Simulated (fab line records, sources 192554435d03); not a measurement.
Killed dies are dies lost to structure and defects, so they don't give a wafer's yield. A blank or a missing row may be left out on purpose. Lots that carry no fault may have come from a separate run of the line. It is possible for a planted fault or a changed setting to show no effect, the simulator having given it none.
A lot that was struck, set against a sound lot / flow n5_finfet / 35 out of 1938 route steps
Sound: the wafers L470.2, L470.3, L470.5. Wafers struck: L482.1, L482.2, L482.6. At the end, the cause is stated.
Per side, at each step with rows, come the tool, then ch with its chambers, and then its first start. Under that, the readings that differ: sound wafers / struck wafers / difference of the means / sigmas: that difference in standard deviations of wafers without a fault.
alike: words and numbers the same on both sides, and readings whose means are apart by under 2 such deviations; not compared: readings that were withheld, readings missing a value for some wafer, numbers with overlapping values and no deviation given by the record, and bounds like >300 which may hide the same value.
Wherever a step has rows on one side only, a row that says differs or no value, or a row with sigmas, the two part there. Numbers that have no deviation but don't overlap get no sigmas and don't part them. Lack of a reading on every wafer of one side parts them only where that side has two or more wafers.

first, 11 steps without rows for these wafers: N5_MOL_CONTACT_COAG_WET_ETCH_116 (etches the open film in SC1-inhibited, target depth 4.6 nm, rinse time 30 s); N5_MOL_CONTACT_COAG_ALD_27 (deposits SiOC, target thk 17 nm, pulse time 1.5 s, time 2720 s); N5_MOL_CONTACT_COAG_CMP_28 (polishes, stops on SiNx, t overpolish 0.85 s, target thk 14.522 nm); N5_MOL_CONTACT_COAG_ALD_123 (deposits SiNx, target thk 5 nm, pulse time 1 s, purge time 2 s); N5_MOL_CONTACT_COAG_PECVD_31 (deposits SiO2 from TEOS/O2, target thk 46 nm, time 8.9 s); N5_MOL_CONTACT_COAG_COAT_75 (time 60 s, resist thk 60 nm); N5_MOL_CONTACT_COAG_COAT_76 (time 60 s, resist thk 10 nm); N5_MOL_CONTACT_COAG_COAT_77 (time 60 s, resist thk 10 nm); N5_MOL_CONTACT_COAG_COAT_78 (resist thk 40 nm); N5_MOL_CONTACT_COAG_EBR_80; N5_MOL_CONTACT_COAG_SOFTBAKE_79 (time 60 s).
N5_MOL_CONTACT_COAG_EXPOSE_81: exposes mask VG, defocus 0 nm.
  sound on euv_scanner-01 ch 0, day 7 03:40; struck on euv_scanner-01 ch 0, day 10 07:37
reading=exposure_dose_mJ_cm2; sound=59.42 59.51 59.49; struck=52.25 52.34 52.26; difference=-7.19; sigmas=-99 or more
  alike: mask
then, 2 steps without rows for these wafers: N5_MOL_CONTACT_COAG_PEB_82 (peb time 60 s); N5_MOL_CONTACT_COAG_DEVELOP_83 (develop time 30 s).
N5_MOL_CONTACT_COAG_CD_MEAS_84: target cd 25.1 nm.
  sound on cd_sem-01 ch 0, day 7 03:49; struck on cd_sem-01 ch 0, day 10 07:46
reading=cd_nm (nm); sound=25.14 24.99 25.12; struck=22.70 22.86 22.59; difference=-2.37; sigmas=-11
then, 16 steps without rows for these wafers: N5_MOL_CONTACT_COAG_DESCUM_88 (chemistry O2, time 7 s); N5_MOL_CONTACT_COAG_ETCH_89 (etches underlayer in N2/H2, target depth 13 nm, time 10.4 s); N5_MOL_CONTACT_COAG_ETCH_90 (etches SiARC in CF4, target depth 13 nm, time 21.7 s); N5_MOL_CONTACT_COAG_ALD_131 (deposits SiO2, target thk 5 nm, pulse time 1 s, co reactant pulse time 1 s); N5_MOL_CONTACT_COAG_ETCHBACK_132 (etches SiO2 in CHF3, target depth 10 nm, time 6.7 s); N5_MOL_CONTACT_COAG_ETCH_91 (etches SOC in N2/H2, target depth 60 nm, overetch 21 nm, time 101.2 s); N5_MOL_CONTACT_COAG_STRIP_92 (strips in N2/H2); N5_MOL_CONTACT_COAG_STRIP_93 (strips in N2/H2); N5_MOL_CONTACT_COAG_ETCHBACK_135 (etches SiO2 in CHF3, target depth 25 nm, time 16.7 s); N5_MOL_CONTACT_COAG_STRIP_118 (strips in CHF3); N5_MOL_CONTACT_COAG_VIA_ETCH_46 (etches SiO2 in C4F6/O2, target depth 46 nm, overetch 9.2 nm, time 40 s); N5_MOL_CONTACT_COAG_STRIP_96 (strips in N2/H2); N5_MOL_CONTACT_COAG_ETCH_47 (etches SiNx in CH3F/O2, stops on W, target depth 27 nm); N5_MOL_CONTACT_COAG_STRIP_119 (strips in N2/H2, time 30 s); N5_MOL_CONTACT_COAG_PRECLEAN_144 (cleans in alkaline clean, time 60 s); N5_MOL_CONTACT_COAG_SRD_145 (time 30 s).
N5_MOL_CONTACT_COAG_CD_MEAS_137: target cd 16 nm.
  struck on cd_sem-01, day 10 08:41; sound on cd_sem-02, day 7 04:44
reading=cd_nm (nm); sound=15.7 15.6 15.8; struck=13.4 12.4 13.4; difference=-2.6; sigmas=-7
then, 1 step without rows for these wafers: N5_MOL_CONTACT_COAG_COAT_62 (time 60 s, resist thk 60 nm).
N5_BEOL_M4_RC_MEAS_101:
  the record has rows for the sound wafers here (prober-01 ch 0, day 11 05:01) and none for the struck ones
-- here the record skips 9 days between the struck wafers' starts before and after, leaving off in module BEOL_M4 and picking up in module PASSIVATION (first step shown: number 1936 of the route) --
N5_PASSIVATION_PROBE_49:
  struck on prober-01, day 19 06:11; sound on prober-01, day 15 21:49
reading=killed_at_contacts; sound=5 3 6; struck=1051 1041 996; difference=+1025; sigmas=+99 or more
reading=killed_dies; sound=111 104 113; struck=1129 1119 1119; difference=+1013; sigmas=+60
reading=killed_on_rim; sound=15 15 13; struck=145 147 147; difference=+132; sigmas=+35
  alike: killed_at_M0_to_M3, killed_at_M4_up, killed_at_front_end, killed_at_other, killed_open, killed_short

== WHERE THEY PART ==
Earliest at N5_MOL_CONTACT_COAG_EXPOSE_81; latest, in this record, at N5_PASSIVATION_PROBE_49.

WHY: whatever the simulator had introduced
Process parameters drifting: euv_scanner-01 at N5_MOL_CONTACT_COAG_EXPOSE_81, beginning at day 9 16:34. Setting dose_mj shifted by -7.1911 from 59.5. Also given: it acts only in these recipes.
